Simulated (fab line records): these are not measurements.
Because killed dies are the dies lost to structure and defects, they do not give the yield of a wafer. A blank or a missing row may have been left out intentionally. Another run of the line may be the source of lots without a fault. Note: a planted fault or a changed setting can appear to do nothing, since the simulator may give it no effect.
fab line records	flow n5-finfet
record lots=24	wafers=72	last-day=17
route steps=1938 shown BEOL_M5@1150
lots untouched by any fault: they come from a run of this same line in which no faults occurred
start-h: hours from the record's opening day to when the first of the lot's shown wafers began	wait-h: hours elapsed since this lot's preceding step	" the same as in the row above	L1.1+2: a single row standing in for several wafers	- no value present, or no start provided	* or withheld: withheld	< > ~ a bound
route shown NAME@n: NAME is a module with steps in the file, n the number in the route of the first one	usual: mean and standard deviation over wafers with no fault	same: alike in all rows	chamber/n: place in a boat	sites: per-site readings	_std_site: how widely they spread, as a standard deviation	_edge_site: outer sites' mean less inner sites'	radius-mm: how far each site lies from the wafer's centre	mask NAME#n: copy n	behind: the most recent tool/chamber to have shaped the wafer	hold: what put the lot on hold/how long, in hours/how the hold closed	device: which transistor (n, p or np) failed to switch	end of line: at the end of the route, the tests of the same wafers	where a step has no rows: the recipe by itself	killed: dies that structure and defects cost at the first sort, which is not the same as the wafer's yield	map: shows each die of a wafer: x if killed, . if not, _ if none is there
set.NAME: setting as actually run; set.NAME@STEP: the setting as run at that earlier step	model.NAME: the simulator's own value behind a step, which no gauge read
route steps across a sampled set of lots; one table per step, one row per wafer
services: from which hour (start-h, from the record's first day; less than 0 if before it) a tool's chamber was out of use, for how many hours, and why
## steps
# step N5_BEOL_M5_INSPECT_30
# recipe mode=adi	inspect-instrument=brightfield
# usual raw-defect-count=407/97
lot.wafer	tool	chamber	start-h	wait-h	raw-defect-count
L074.4	defect-inspect-02	-	162.79	0.0	214
L074.5	"	-	"	"	331
L074.6	"	-	"	"	386
L075.2	defect-inspect-01	-	178.35	0.1	501
L075.3	"	-	"	"	488
L075.4	"	-	"	"	408
L076.1	defect-inspect-01	-	180.89	0.1	466
L076.3	"	-	"	"	377
L076.4	"	-	"	"	371
L077.2	defect-inspect-01	-	181.13	0.0	415
L077.4	"	-	"	"	446
L077.5	"	-	"	"	335
L078.1	defect-inspect-01	-	198.28	0.1	430
L078.2	"	-	"	"	419
L078.4	"	-	"	"	387
L079.2	defect-inspect-02	-	198.45	0.0	421
L079.3	"	-	"	"	285
L079.5	"	-	"	"	494
L080.1	defect-inspect-01	-	205.74	0.1	637
L080.5	"	-	"	"	521
L080.6	"	-	"	"	550
L081.2	defect-inspect-01	-	206.27	0.0	285
L081.3	"	-	"	"	343
L081.5	"	-	"	"	277
L082.1	defect-inspect-01	-	224.68	0.1	318
L082.4	"	-	"	"	337
L082.6	"	-	"	"	379
L084.1	defect-inspect-01	-	226.69	0.1	551
L084.2	"	-	"	"	324
L084.4	"	-	"	"	561
L083.1	defect-inspect-02	-	226.81	0.1	258
L083.2	"	-	"	"	258
L083.5	"	-	"	"	302
L085.2	defect-inspect-02	-	231.86	0.0	323
L085.5	"	-	"	"	361
L085.6	"	-	"	"	464
L086.1	defect-inspect-02	-	250.09	0.1	327
L086.3	"	-	"	"	238
L086.4	"	-	"	"	305
L088.3	defect-inspect-01	-	254.17	0.0	345
L088.5	"	-	"	"	380
L088.6	"	-	"	"	351
L087.3	defect-inspect-01	-	254.21	0.0	303
L087.4	"	-	"	"	307
L087.6	"	-	"	"	329
L089.4	defect-inspect-01	-	259.58	0.0	515
L089.5	"	-	"	"	580
L089.6	"	-	"	"	579
L090.3	defect-inspect-02	-	272.24	0.0	454
L090.5	"	-	"	"	539
L090.6	"	-	"	"	409
L091.1	defect-inspect-02	-	275.27	0.1	518
L091.4	"	-	"	"	402
L091.5	"	-	"	"	552
L092.1	defect-inspect-01	-	279.14	0.1	385
L092.3	"	-	"	"	445
L092.6	"	-	"	"	454
L093.2	defect-inspect-02	-	284.66	0.0	347
L093.4	"	-	"	"	378
L093.6	"	-	"	"	443
L094.1	defect-inspect-02	-	285.34	0.1	250
L094.2	"	-	"	"	421
L094.6	"	-	"	"	280
L095.1	defect-inspect-01	-	303.75	0.1	511
L095.5	"	-	"	"	315
L095.6	"	-	"	"	519
L096.1	defect-inspect-01	-	310.16	0.1	348
L096.2	"	-	"	"	517
L096.6	"	-	"	"	330
L097.1	defect-inspect-02	-	325.59	0.1	294
L097.3	"	-	"	"	365
L097.5	"	-	"	"	303
# step N5_BEOL_M5_DESCUM_33
# recipe chemistry=O2	time-s=7	source-power-w=50	bias-power-w=20	pressure-mtorr=20	rf-frequency-hz=2.712e+07	temp-c=40	resist=CAR-EUV	o2-flow-sccm=225
# usual chamber-pressure-mTorr=19.998/0.018	drypump-motor-current-A=5.6/0.55	oes-product-au=0.80/0.1	rf-vpp-V=243.0/1.5	showerhead-plenum-p-Torr=2.09/0.078	temp-c=40.02/0.12	throttle-valve-pct=20.36/0.27
lot.wafer	tool	chamber	start-h	wait-h	chamber-pressure-mTorr	drypump-motor-current-A	oes-product-au	rf-hours-counter-h	rf-vpp-V	showerhead-plenum-p-Torr	temp-c	throttle-valve-pct
L074.4	rie-diel-05	3	162.94	0.2	20.014	5.0	0.68	244	241.4	2.04	39.91	20.01
L074.5	"	2	"	"	19.988	5.7	0.67	-	243.4	2.15	40.25	20.08
L074.6	"	3	"	"	20.002	5.0	0.68	-	241.7	2.04	40.10	20.03
L075.2	rie-diel-05	3	178.70	0.3	19.980	5.0	0.68	250	243.0	2.04	40.07	20.03
L075.3	"	0	"	"	20.009	5.5	0.90	42	243.3	2.12	40.11	19.83
L075.4	"	1	"	"	19.991	5.8	0.70	237	241.0	1.98	39.95	20.42
L076.1	rie-diel-04	3	181.20	0.3	19.997	6.1	0.77	127	242.9	2.02	39.81	20.47
L076.3	"	2	"	"	20.002	6.3	0.69	219	242.8	2.07	39.86	20.71
L076.4	"	1	"	"	19.984	5.0	0.72	169	242.1	2.00	39.97	20.46
L077.2	rie-diel-05	1	181.62	0.5	20.011	5.8	0.70	239	241.1	1.98	40.02	20.44
L077.4	"	0	"	"	20.031	5.5	0.90	-	242.0	2.12	40.01	19.84
L077.5	"	2	"	"	20.007	5.7	0.67	-	243.8	2.15	39.76	20.07
L078.1	rie-diel-03	1	198.31	0.0	19.978	4.9	0.85	52	246.2	2.21	40.15	20.62
L078.2	"	2	"	"	19.988	6.6	0.75	162	243.3	2.19	40.17	20.40
L078.4	"	2	"	"	19.981	6.6	0.75	-	245.0	2.19	40.13	20.40
L079.2	rie-diel-03	1	198.72	0.3	19.993	4.9	0.85	52	245.3	2.21	40.15	20.63
L079.3	"	3	"	"	20.006	5.4	0.96	5	243.6	2.06	40.08	20.43
L079.5	"	2	"	"	20.003	6.6	0.75	-	244.6	2.19	40.08	20.42
L080.1	rie-diel-04	2	205.99	0.2	19.950	6.3	0.69	226	242.7	2.07	40.05	20.72
L080.5	"	1	"	"	20.004	5.0	0.70	-	241.5	2.00	39.82	20.46
L080.6	"	2	"	"	19.981	6.3	0.69	-	243.0	2.07	40.11	20.73
L081.2	rie-diel-03	3	206.30	0.0	19.980	5.5	0.96	8	242.4	2.06	40.08	20.42
L081.3	"	2	"	"	20.011	6.6	0.75	165	242.7	2.19	40.09	20.41
L081.5	"	2	"	"	20.012	6.6	0.75	-	245.0	2.19	39.96	20.41
L082.1	rie-diel-04	2	224.72	0.0	20.007	6.3	0.69	231	243.2	2.07	39.93	20.73
L082.4	"	0	"	"	19.988	5.1	0.69	222	241.8	1.98	39.83	20.31
L082.6	"	0	"	"	20.013	5.1	0.69	-	241.3	1.98	40.05	20.32
L084.1	rie-diel-05	0	226.72	0.0	20.007	5.5	0.86	61	243.4	2.12	40.15	19.86
L084.2	"	2	"	"	19.978	5.7	0.65	254	245.5	2.14	39.98	20.10
L084.4	"	3	"	"	20.028	5.0	0.95	-	243.3	2.03	40.08	19.60
L083.1	rie-diel-04	0	226.88	0.1	19.990	5.1	0.69	223	241.6	1.98	39.79	20.29
L083.2	"	3	"	"	19.988	6.1	0.75	141	242.6	2.02	39.85	20.49
L083.5	"	2	"	"	20.007	6.3	0.68	-	242.1	2.07	40.10	20.75
L085.2	rie-diel-03	2	231.89	0.0	19.975	6.6	0.74	174	243.7	2.18	40.16	20.42
L085.5	"	1	"	"	20.007	4.9	0.84	-	244.5	2.20	39.89	20.64
L085.6	"	0	"	"	20.012	5.7	0.96	-	244.6	2.07	39.87	20.37
L086.1	rie-diel-04	1	250.12	0.0	20.003	5.0	0.70	186	241.4	2.00	40.08	20.48
L086.3	"	0	"	"	20.019	5.1	0.70	229	241.9	1.98	39.98	20.32
L086.4	"	3	"	"	19.984	6.0	0.75	147	241.8	2.02	40.22	20.49
L088.3	rie-diel-03	0	254.39	0.2	20.001	5.7	0.94	12	240.7	2.06	40.02	20.37
L088.5	"	0	"	"	19.998	5.7	0.93	-	243.7	2.06	40.19	20.38
L088.6	"	2	"	"	20.008	6.6	0.74	-	244.8	2.18	40.09	20.44
L087.3	rie-diel-03	2	254.78	0.6	19.987	6.6	0.74	179	245.1	2.18	40.11	20.45
L087.4	"	3	"	"	19.955	5.4	0.91	-	244.6	2.05	39.91	20.44
L087.6	"	0	"	"	20.030	5.7	0.92	-	243.4	2.06	40.13	20.38
L089.4	rie-diel-04	1	259.61	0.0	20.000	5.0	0.70	190	241.4	2.00	40.12	20.49
L089.5	"	1	"	"	19.996	5.0	0.70	-	240.3	2.00	39.98	20.48
L089.6	"	2	"	"	20.020	6.3	0.68	-	243.3	2.07	40.26	20.76
L090.3	rie-diel-03	1	272.27	0.0	20.008	4.9	0.83	73	245.1	2.20	40.00	20.66
L090.5	"	1	"	"	19.990	4.9	0.82	-	244.9	2.20	39.83	20.65
L090.6	"	0	"	"	19.995	5.6	0.93	-	243.0	2.06	40.01	20.38
L091.1	rie-diel-03	2	275.31	0.0	20.016	6.6	0.74	184	244.4	2.18	39.86	20.44
L091.4	"	0	"	"	19.996	5.6	0.93	17	243.3	2.06	40.00	20.37
L091.5	"	2	"	"	19.954	6.6	0.74	-	244.2	2.18	40.05	20.44
L092.1	rie-diel-04	3	279.38	0.2	19.999	6.1	0.75	157	241.9	2.01	39.71	20.51
L092.3	"	1	"	"	19.997	5.0	0.69	195	240.9	1.99	39.98	20.49
L092.6	"	2	"	"	20.008	6.3	0.67	-	241.1	2.06	39.83	20.75
L093.2	rie-diel-03	0	284.69	0.0	20.013	5.7	0.92	19	241.8	2.06	40.06	20.39
L093.4	"	2	"	"	19.975	6.6	0.74	186	243.9	2.18	40.10	20.46
L093.6	"	3	"	"	19.998	5.4	0.91	-	241.0	2.05	40.05	20.45
L094.1	rie-diel-03	0	285.44	0.1	20.008	5.7	0.91	19	242.2	2.06	39.85	20.38
L094.2	"	1	"	"	19.977	4.9	0.82	77	245.7	2.20	40.00	20.65
L094.6	"	0	"	"	20.003	5.7	0.92	-	242.1	2.06	39.99	20.39
L095.1	rie-diel-03	3	303.78	0.0	19.986	5.4	0.89	36	242.6	2.05	39.92	20.45
L095.5	"	1	"	"	19.990	4.9	0.83	-	244.7	2.20	39.96	20.68
L095.6	"	2	"	"	19.992	6.6	0.73	-	245.0	2.18	39.82	20.46
L096.1	rie-diel-05	3	310.19	0.0	20.012	5.0	0.89	34	240.7	2.02	40.07	19.63
L096.2	"	2	"	"	20.004	5.7	0.95	12	244.8	2.14	40.08	19.81
L096.6	"	0	"	"	20.030	5.5	0.82	-	243.5	2.11	39.94	19.90
L097.1	rie-diel-05	3	325.62	0.0	20.039	5.0	0.88	38	243.2	2.02	40.10	19.64
L097.3	"	2	"	"	20.003	5.7	0.95	16	244.1	2.14	39.86	19.81
L097.5	"	2	"	"	19.994	5.7	0.95	-	243.4	2.14	39.96	19.82
# step N5_BEOL_M5_TRENCH_ETCH_37
# recipe chemistry=C4F6/O2	target-depth-a=716.52	target=SiCOH_lowk	time-s=24.7	ion-energy-ev=250	pressure-mtorr=30	source-w=345	bias-w=185	Ar_flow_sccm=300	C4F6_flow_sccm=10	O2_flow_sccm=10
# usual chamber-pressure-mTorr=30.000/0.028	drypump-motor-current-A=5.6/0.55	oes-product-au=0.80/0.1	rf-vpp-V=657/12	showerhead-plenum-p-Torr=2.83/0.098	throttle-valve-pct=20.80/0.22
lot.wafer	tool	chamber	start-h	wait-h	chamber-pressure-mTorr	drypump-motor-current-A	oes-product-au	rf-hours-counter-h	rf-vpp-V	showerhead-plenum-p-Torr	throttle-valve-pct
L074.4	rie-diel-05	3	-	-	30.019	5.0	0.69	244	644	2.79	20.59
L074.5	"	2	"	"	29.967	5.7	0.67	-	664	2.93	20.58
L074.6	"	3	"	"	29.963	5.0	0.69	-	645	2.80	20.61
L075.2	rie-diel-05	3	-	-	29.990	5.0	0.68	250	644	2.79	20.60
L075.3	"	0	"	"	29.956	5.5	0.89	43	665	2.89	20.38
L075.4	"	1	"	"	29.988	5.8	0.68	237	658	2.71	20.89
L076.1	rie-diel-04	3	-	-	30.049	6.1	0.77	127	645	2.73	20.82
L076.3	"	2	"	"	30.010	6.3	0.71	219	642	2.80	21.09
L076.4	"	1	"	"	29.962	5.0	0.71	169	643	2.73	20.94
L077.2	rie-diel-05	1	-	-	30.013	5.8	0.68	239	661	2.71	20.92
L077.4	"	0	"	"	30.023	5.5	0.90	-	663	2.89	20.37
L077.5	"	2	"	"	29.982	5.7	0.66	-	663	2.92	20.59
L078.1	rie-diel-03	1	-	-	30.027	4.9	0.85	52	670	2.98	21.05
L078.2	"	2	"	"	30.024	6.6	0.75	162	668	2.94	20.77
L078.4	"	2	"	"	29.948	6.6	0.76	-	669	2.94	20.77
L079.2	rie-diel-03	1	-	-	30.024	4.9	0.86	52	669	2.98	21.06
L079.3	"	3	"	"	30.015	5.4	0.98	5	651	2.80	20.87
L079.5	"	2	"	"	29.909	6.6	0.76	-	669	2.94	20.75
L080.1	rie-diel-04	2	-	-	30.001	6.3	0.71	226	643	2.79	21.11
L080.5	"	1	"	"	29.989	5.0	0.70	-	642	2.73	20.94
L080.6	"	2	"	"	30.018	6.3	0.70	-	642	2.79	21.09
L081.2	rie-diel-03	3	-	-	30.005	5.4	0.95	8	651	2.80	20.85
L081.3	"	2	"	"	29.999	6.6	0.75	165	671	2.94	20.74
L081.5	"	2	"	"	29.981	6.6	0.75	-	669	2.94	20.74
L082.1	rie-diel-04	2	-	-	30.005	6.2	0.70	231	642	2.79	21.11
L082.4	"	0	"	"	29.983	5.1	0.70	222	677	2.69	20.77
L082.6	"	0	"	"	30.043	5.1	0.69	-	675	2.69	20.76
L084.1	rie-diel-05	0	-	-	29.966	5.5	0.86	61	662	2.88	20.39
L084.2	"	2	"	"	30.033	5.7	0.66	255	664	2.92	20.61
L084.4	"	3	"	"	30.009	5.0	0.97	-	645	2.79	20.21
L083.1	rie-diel-04	0	-	-	30.005	5.1	0.69	223	676	2.69	20.76
L083.2	"	3	"	"	30.002	6.1	0.75	141	644	2.72	20.84
L083.5	"	2	"	"	29.950	6.3	0.69	-	642	2.79	21.10
L085.2	rie-diel-03	2	-	-	29.979	6.6	0.75	174	667	2.93	20.79
L085.5	"	1	"	"	29.985	4.9	0.84	-	669	2.98	21.09
L085.6	"	0	"	"	29.981	5.7	0.97	-	648	2.79	20.72
L086.1	rie-diel-04	1	-	-	30.020	5.0	0.70	186	642	2.72	20.94
L086.3	"	0	"	"	29.995	5.1	0.70	229	677	2.69	20.76
L086.4	"	3	"	"	30.028	6.1	0.75	147	645	2.72	20.84
L088.3	rie-diel-03	0	-	-	29.974	5.6	0.94	12	649	2.79	20.73
L088.5	"	0	"	"	30.012	5.7	0.94	-	649	2.79	20.74
L088.6	"	2	"	"	30.025	6.6	0.74	-	669	2.93	20.80
L087.3	rie-diel-03	2	-	-	29.964	6.6	0.74	179	668	2.93	20.77
L087.4	"	3	"	"	29.992	5.5	0.91	-	652	2.79	20.89
L087.6	"	0	"	"	30.006	5.6	0.93	-	647	2.79	20.73
L089.4	rie-diel-04	1	-	-	29.970	5.0	0.69	190	641	2.72	20.97
L089.5	"	1	"	"	30.000	5.0	0.69	-	642	2.72	20.96
L089.6	"	2	"	"	30.052	6.3	0.68	-	641	2.79	21.12
L090.3	rie-diel-03	1	-	-	30.005	4.9	0.82	73	668	2.97	21.09
L090.5	"	1	"	"	30.041	4.9	0.82	-	668	2.97	21.07
L090.6	"	0	"	"	29.949	5.6	0.92	-	647	2.78	20.74
L091.1	rie-diel-03	2	-	-	29.975	6.6	0.75	185	669	2.93	20.79
L091.4	"	0	"	"	29.977	5.6	0.94	17	647	2.78	20.73
L091.5	"	2	"	"	29.956	6.6	0.75	-	667	2.93	20.80
L092.1	rie-diel-04	3	-	-	30.014	6.0	0.75	157	643	2.72	20.87
L092.3	"	1	"	"	30.011	5.0	0.68	195	643	2.72	20.97
L092.6	"	2	"	"	29.988	6.3	0.69	-	641	2.79	21.13
L093.2	rie-diel-03	0	-	-	30.017	5.7	0.92	19	647	2.78	20.74
L093.4	"	2	"	"	29.976	6.6	0.74	186	670	2.93	20.79
L093.6	"	3	"	"	29.983	5.4	0.91	-	652	2.79	20.91
L094.1	rie-diel-03	0	-	-	29.995	5.6	0.92	19	646	2.78	20.75
L094.2	"	1	"	"	30.053	4.9	0.82	77	670	2.97	21.09
L094.6	"	0	"	"	29.993	5.7	0.92	-	647	2.78	20.76
L095.1	rie-diel-03	3	-	-	29.989	5.4	0.90	36	651	2.79	20.91
L095.5	"	1	"	"	29.941	4.9	0.82	-	670	2.97	21.09
L095.6	"	2	"	"	29.979	6.6	0.74	-	669	2.93	20.79
L096.1	rie-diel-05	3	-	-	29.982	5.0	0.90	34	644	2.78	20.24
L096.2	"	2	"	"	29.997	5.6	0.94	12	664	2.91	20.31
L096.6	"	0	"	"	30.027	5.5	0.82	-	664	2.87	20.43
L097.1	rie-diel-05	3	-	-	29.983	5.0	0.89	38	644	2.78	20.26
L097.3	"	2	"	"	29.942	5.7	0.95	16	663	2.91	20.32
L097.5	"	2	"	"	30.003	5.7	0.94	-	663	2.91	20.33
# step N5_BEOL_M5_PRE_CLEAN_45
# recipe gas=H2/He	time-s=30	temp-c=250
# usual heater-power-w=320/32
lot.wafer	tool	chamber	start-h	wait-h	heater-power-w
L074.4	pvd-sputter-02	-	164.01	0.0	316
L074.5	"	-	"	"	315
L074.6	"	-	"	"	320
L075.2	pvd-sputter-03	-	179.68	0.0	324
L075.3	"	-	"	"	250
L075.4	"	-	"	"	302
L076.1	pvd-sputter-03	-	182.55	0.0	331
L076.3	"	-	"	"	250
L076.4	"	-	"	"	349
L077.2	pvd-sputter-03	-	183.23	0.0	261
L077.4	"	-	"	"	322
L077.5	"	-	"	"	329
L078.1	pvd-sputter-03	-	199.51	0.0	321
L078.2	"	-	"	"	306
L078.4	"	-	"	"	358
L079.2	pvd-sputter-02	-	199.72	0.0	361
L079.3	"	-	"	"	320
L079.5	"	-	"	"	357
L080.1	pvd-sputter-03	-	207.06	0.0	322
L080.5	"	-	"	"	339
L080.6	"	-	"	"	325
L081.2	pvd-sputter-03	-	209.37	0.0	318
L081.3	"	-	"	"	348
L081.5	"	-	"	"	347
L082.1	pvd-sputter-01	-	225.73	0.0	280
L082.4	"	-	"	"	367
L082.6	"	-	"	"	355
L083.1	pvd-sputter-03	-	227.85	0.0	320
L083.2	"	-	"	"	300
L083.5	"	-	"	"	262
L084.1	pvd-sputter-02	-	228.00	0.0	352
L084.2	"	-	"	"	308
L084.4	"	-	"	"	328
L085.2	pvd-sputter-01	-	233.04	0.0	355
L085.5	"	-	"	"	350
L085.6	"	-	"	"	361
L086.1	pvd-sputter-02	-	251.61	0.0	317
L086.3	"	-	"	"	353
L086.4	"	-	"	"	331
L088.3	pvd-sputter-02	-	255.44	0.0	324
L088.5	"	-	"	"	331
L088.6	"	-	"	"	341
L087.3	pvd-sputter-02	-	256.08	0.0	323
L087.4	"	-	"	"	357
L087.6	"	-	"	"	322
L089.4	pvd-sputter-03	-	260.80	0.0	255
L089.5	"	-	"	"	362
L089.6	"	-	"	"	301
L090.3	pvd-sputter-02	-	273.45	0.0	355
L090.5	"	-	"	"	316
L090.6	"	-	"	"	319
L091.1	pvd-sputter-02	-	276.34	0.0	331
L091.4	"	-	"	"	323
L091.5	"	-	"	"	347
L092.1	pvd-sputter-03	-	280.69	0.0	322
L092.3	"	-	"	"	349
L092.6	"	-	"	"	324
L093.2	pvd-sputter-03	-	285.90	0.0	265
L093.4	"	-	"	"	303
L093.6	"	-	"	"	344
L094.1	pvd-sputter-03	-	286.41	0.0	327
L094.2	"	-	"	"	265
L094.6	"	-	"	"	253
L095.1	pvd-sputter-02	-	305.15	0.0	328
L095.5	"	-	"	"	324
L095.6	"	-	"	"	353
L096.1	pvd-sputter-01	-	311.46	0.0	280
L096.2	"	-	"	"	357
L096.6	"	-	"	"	357
L097.1	pvd-sputter-03	-	326.69	0.0	355
L097.3	"	-	"	"	307
L097.5	"	-	"	"	321
# step N5_BEOL_M5_ANNEAL_49
# recipe temp-c=400	time-s=1800	ambient=vacuum
# usual heater-power-w=810/76
lot.wafer	tool	chamber	start-h	wait-h	heater-power-w
L074.4	pvd-sputter-01	-	164.62	0.0	892
L074.5	"	-	"	"	692
L074.6	"	-	"	"	840
L075.2	pvd-sputter-01	-	180.27	0.0	701
L075.3	"	-	"	"	841
L075.4	"	-	"	"	896
L076.1	pvd-sputter-03	-	183.53	0.0	755
L076.3	"	-	"	"	854
L076.4	"	-	"	"	640
L077.2	pvd-sputter-02	-	184.13	0.0	874
L077.4	"	-	"	"	804
L077.5	"	-	"	"	804
L078.1	pvd-sputter-02	-	200.16	0.0	790
L078.2	"	-	"	"	855
L078.4	"	-	"	"	883
L079.2	pvd-sputter-03	-	202.15	0.0	823
L079.3	"	-	"	"	888
L079.5	"	-	"	"	762
L080.1	pvd-sputter-02	-	207.81	0.0	803
L080.5	"	-	"	"	888
L080.6	"	-	"	"	834
L081.2	pvd-sputter-03	-	210.19	0.0	633
L081.3	"	-	"	"	763
L081.5	"	-	"	"	818
L082.1	pvd-sputter-01	-	226.33	0.0	699
L082.4	"	-	"	"	884
L082.6	"	-	"	"	851
L083.1	pvd-sputter-02	-	228.45	0.0	807
L083.2	"	-	"	"	838
L083.5	"	-	"	"	839
L084.1	pvd-sputter-03	-	228.68	0.0	814
L084.2	"	-	"	"	629
L084.4	"	-	"	"	780
L085.2	pvd-sputter-02	-	233.67	0.0	887
L085.5	"	-	"	"	862
L085.6	"	-	"	"	827
L086.1	pvd-sputter-01	-	252.29	0.0	901
L086.3	"	-	"	"	811
L086.4	"	-	"	"	872
L088.3	pvd-sputter-02	-	256.38	0.0	789
L088.5	"	-	"	"	791
L088.6	"	-	"	"	873
L087.3	pvd-sputter-01	-	257.02	0.0	845
L087.4	"	-	"	"	859
L087.6	"	-	"	"	921
L089.4	pvd-sputter-02	-	261.41	0.0	800
L089.5	"	-	"	"	817
L089.6	"	-	"	"	879
L090.3	pvd-sputter-01	-	274.09	0.0	707
L090.5	"	-	"	"	698
L090.6	"	-	"	"	864
L091.1	pvd-sputter-02	-	277.18	0.0	797
L091.4	"	-	"	"	830
L091.5	"	-	"	"	804
L092.1	pvd-sputter-03	-	281.27	0.0	884
L092.3	"	-	"	"	810
L092.6	"	-	"	"	641
L093.2	pvd-sputter-01	-	286.51	0.0	882
L093.4	"	-	"	"	867
L093.6	"	-	"	"	832
L094.1	pvd-sputter-03	-	287.00	0.0	644
L094.2	"	-	"	"	801
L094.6	"	-	"	"	808
L095.1	pvd-sputter-01	-	306.33	0.0	884
L095.5	"	-	"	"	894
L095.6	"	-	"	"	848
L096.1	pvd-sputter-03	-	313.09	0.0	886
L096.2	"	-	"	"	809
L096.6	"	-	"	"	819
L097.1	pvd-sputter-02	-	327.54	0.0	812
L097.3	"	-	"	"	845
L097.5	"	-	"	"	890
# step N5_BEOL_M5_CMP_52
# recipe stop-on=SiCOH_lowk	t-overpolish-s=6.9	down-force-psi=1	platen-rpm=50	clearing-platen-down-force-psi=1.5	clearing-platen-rpm=50	post-cmp-clean=cu-alkaline	target-thk-nm=62	clearing-platen-pad-velocity-m-s=0.99484	pad-velocity-m-s=0.99484
# usual barrier-field-endpoint-s=24.9/0.69	edge-zone-pressure-frac=1.000/0.0054	motor-current-A=6.0/0.85	overpolish-run-s=6.901/0.0081	time-to-endpoint-s=63/3.5
lot.wafer	tool	chamber	start-h	wait-h	barrier-field-endpoint-s	edge-zone-pressure-frac	motor-current-A	overpolish-run-s	time-to-endpoint-s
L074.4	cmp-03	3	169.43	0.2	25.3	0.994	5.7	6.899	70
L074.6	"	2	"	"	25.2	1.008	6.1	6.894	66
L074.5	"	3	"	"	25.8	0.995	5.5	6.905	69
L075.3	cmp-01	2	185.05	0.2	25.4	1.000	8.4	6.897	61
L075.4	"	3	"	"	24.7	1.001	5.4	6.897	61
L075.2	"	0	"	"	25.7	0.995	6.1	6.906	66
L076.4	cmp-03	1	188.33	0.2	26.3	1.009	5.1	6.873	69
L076.1	"	2	"	"	25.4	0.996	6.2	6.893	66
L076.3	"	3	"	"	26.3	1.007	5.3	6.901	72
L077.2	cmp-03	3	188.90	0.2	25.3	1.007	5.2	6.902	66
L077.4	"	2	"	"	25.5	1.000	6.2	6.889	66
L077.5	"	3	"	"	25.9	1.009	5.5	6.919	68
L078.4	cmp-03	2	204.97	0.2	24.7	0.995	6.2	6.892	62
L078.2	"	3	"	"	24.9	0.997	5.8	6.896	62
L078.1	"	0	"	"	24.2	1.002	6.2	6.902	59
L079.3	cmp-03	0	207.05	0.2	26.0	1.008	5.9	6.894	61
L079.2	"	2	"	"	26.2	1.000	6.3	6.909	65
L079.5	"	1	"	"	25.8	0.999	5.0	6.896	61
L080.1	cmp-03	0	212.58	0.3	23.8	0.992	6.1	6.894	62
L080.6	"	0	"	"	24.3	0.995	5.7	6.909	62
L080.5	"	1	"	"	24.5	0.998	5.6	6.907	62
L081.3	cmp-01	0	215.03	0.2	26.3	1.000	6.2	6.907	68
L081.2	"	1	"	"	24.8	0.998	5.7	6.908	61
L081.5	"	3	"	"	25.2	1.002	5.4	6.891	61
L082.4	cmp-04	3	231.10	0.1	24.1	1.004	5.5	6.898	62
L082.1	"	1	"	"	24.6	0.993	5.9	6.915	59
L082.6	"	0	"	"	24.1	1.000	5.8	6.891	58
L083.2	cmp-04	3	233.30	0.3	25.3	1.006	5.0	6.892	66
L083.1	"	0	"	"	23.8	1.000	5.7	6.891	59
L083.5	"	1	"	"	24.7	1.004	6.1	6.895	66
L084.2	cmp-01	0	236.38	0.2	25.6	0.995	6.0	6.886	64
L084.1	"	2	"	"	24.5	1.001	8.7	6.891	56
L084.4	"	3	"	"	25.0	0.992	5.0	6.900	59
L085.2	cmp-01	2	238.68	0.3	23.3	0.998	8.8	6.910	58
L085.6	"	3	"	"	24.4	1.007	5.5	6.901	59
L085.5	"	0	"	"	25.4	0.992	5.8	6.907	65
L086.4	cmp-04	2	257.11	0.1	24.6	0.998	6.1	6.902	61
L086.3	"	3	"	"	24.7	0.997	5.4	6.906	63
L086.1	"	1	"	"	24.9	1.009	6.2	6.893	62
L088.3	cmp-03	1	261.26	0.3	24.1	0.999	5.1	6.915	59
L088.5	"	2	"	"	25.7	1.005	6.1	6.911	65
L088.6	"	3	"	"	25.5	1.006	5.1	6.898	65
L087.4	cmp-01	3	261.79	0.1	24.9	1.002	5.2	6.910	58
L087.3	"	2	"	"	23.8	1.000	8.3	6.903	59
L087.6	"	0	"	"	25.5	1.002	6.2	6.913	65
L089.4	cmp-01	3	266.22	0.2	25.4	0.994	5.6	6.900	63
L089.5	"	2	"	"	24.3	1.002	8.3	6.898	59
L089.6	"	3	"	"	25.2	0.993	5.5	6.902	59
L090.3	cmp-03	0	278.87	0.2	24.8	0.997	6.0	6.893	61
L090.6	"	0	"	"	24.2	1.004	6.3	6.904	60
L090.5	"	1	"	"	24.6	0.995	4.9	6.897	64
L092.3	cmp-04	0	286.12	0.2	24.1	1.009	5.7	6.911	60
L092.1	"	1	"	"	24.6	0.997	6.1	6.907	64
L092.6	"	2	"	"	23.9	1.003	6.2	6.902	64
L094.1	cmp-03	0	291.77	0.3	23.8	1.005	6.0	6.910	61
L094.2	"	1	"	"	24.6	0.995	5.0	6.892	61
L094.6	"	1	"	"	24.8	0.996	5.2	6.901	62
L093.4	cmp-03	2	294.58	0.1	25.0	0.999	6.3	6.894	63
L093.2	"	0	"	"	24.4	0.993	5.8	6.899	60
L093.6	"	3	"	"	26.3	1.000	5.3	6.895	67
L091.1	cmp-04	0	301.60	0.3	24.5	0.997	6.1	6.909	65
L091.4	"	1	"	"	25.5	1.003	6.1	6.917	68
L091.5	"	0	"	"	24.8	1.007	5.5	6.909	65
L095.1	cmp-04	1	311.41	0.3	24.4	1.002	6.2	6.904	67
L095.6	"	0	"	"	24.5	0.998	5.8	6.913	64
L095.5	"	1	"	"	26.2	1.001	5.9	6.889	71
L096.2	cmp-04	2	317.93	0.3	25.0	1.002	6.1	6.899	63
L096.1	"	3	"	"	25.6	1.002	5.1	6.903	63
L096.6	"	1	"	"	24.9	1.007	6.3	6.900	66
L097.1	cmp-01	1	332.42	0.4	23.6	1.001	5.7	6.903	59
L097.3	"	2	"	"	23.7	1.009	8.8	6.908	58
L097.5	"	1	"	"	24.2	0.998	6.0	6.892	58
## services
tool	chamber	start-h	hours	kind
cmp-01	-	160.58	1.5	repair
rie-diel-03	3	162.99	-	clean
rie-diel-03	3	162.99	-	consumable-replace:focus-ring
rie-diel-03	3	162.99	17.8	scheduled-down
rie-diel-03	3	162.99	17.8	vent-cycle
cmp-04	-	164.11	1.0	repair
cmp-03	-	178.06	4.0	pm
cmp-01	-	179.65	4.0	pm
cmp-04	-	182.35	0.4	repair
rie-diel-04	1	183.48	4.8	repair
cmp-04	-	189.92	0.3	repair
rie-diel-03	0	193.33	-	clean
rie-diel-03	0	193.33	-	consumable-replace:focus-ring
rie-diel-03	0	193.33	26.6	scheduled-down
rie-diel-03	0	193.33	26.6	vent-cycle
cmp-01	-	202.18	2.4	repair
cmp-04	-	203.12	2.8	repair
cmp-01	-	230.19	4.0	pm
cmp-04	-	245.69	4.0	pm
rie-diel-04	2	287.02	-	clean
cmp-04	-	299.37	0.3	repair
cmp-03	-	326.15	2.9	repair
pvd-sputter-03	-	328.74	2.3	repair
cmp-03	-	331.98	1.0	repair
## key
fault none
